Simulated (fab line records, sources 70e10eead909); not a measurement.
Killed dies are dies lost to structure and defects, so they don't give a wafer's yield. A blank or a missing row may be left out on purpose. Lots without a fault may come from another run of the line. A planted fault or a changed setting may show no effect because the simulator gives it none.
Chamber matching | flow nand_harc | NHARC_P_CONTACT_CMP_01 on cmp-04: 4 sister chambers
The step polishes SiO2, target thk 200 nm. 18 wafers are shown with their chamber, then 9 later ones without.

WAFERS WITH THEIR CHAMBER
wafer  | chamber | motor_current_A (A)
L074.4 | 1       | 13.8
L074.5 | 1       | 13.9
L074.6 | 2       | 13.5
L078.1 | 3       | 10.7
L078.4 | 1       | 14.1
L078.5 | 3       | 10.7
L079.1 | 2       | 14.0
L079.2 | 0       | 12.1
L079.3 | 1       | 13.2
L081.1 | 2       | 13.8
L081.5 | 0       | 11.7
L081.6 | 3       | 11.6
L082.1 | 3       | 10.8
L082.4 | 2       | 14.3
L082.6 | 1       | 13.9
L085.1 | 1       | 13.8
L085.3 | 2       | 13.3
L085.4 | 0       | 12.2

SIGNATURES (means of the wafers above)
reading         | chamber 0 | chamber 1 | chamber 2 | chamber 3 | scatter within a chamber
motor_current_A | 12.000    | 13.783    | 13.780    | 10.950    | 0.359
Rule: a wafer's distance from a chamber is the root of the sum, over the readings, of the square of ((its reading less the chamber's mean) divided by the reading's scatter). The wafer belongs to the nearest chamber; if the next one is less than 2 further off, it can't be placed. The scatter: the root of (the sum of the squares of (reading less its chamber's mean) over the shown wafers, divided by (wafers less chambers)).

WAFERS WITHOUT THEIR CHAMBER
wafer  | motor_current_A (A)
L091.1 | 11.8
L091.2 | 10.8
L091.6 | 12.9
L096.1 | 10.7
L096.3 | 14.5
L096.6 | 14.2
L097.3 | 12.0
L097.4 | 13.6
L097.6 | 11.2

WHICH CHAMBER EACH WENT THROUGH
wafer  | from the rows above          | in truth
L091.1 | can't be placed: 0 or 3      | 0
L091.2 | 3                            | 3
L091.6 | can't be placed: 2 or 1 or 0 | 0
L096.1 | 3                            | 3
L096.3 | can't be placed: 1 or 2      | 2
L096.6 | can't be placed: 1 or 2      | 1
L097.3 | 0                            | 0
L097.4 | can't be placed: 2 or 1      | 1
L097.6 | can't be placed: 3 or 0      | 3
Placed correctly: 3 of 9. Can't be placed from these rows: 6 (the true chamber is among the candidates in 6). Placed wrongly: 0.
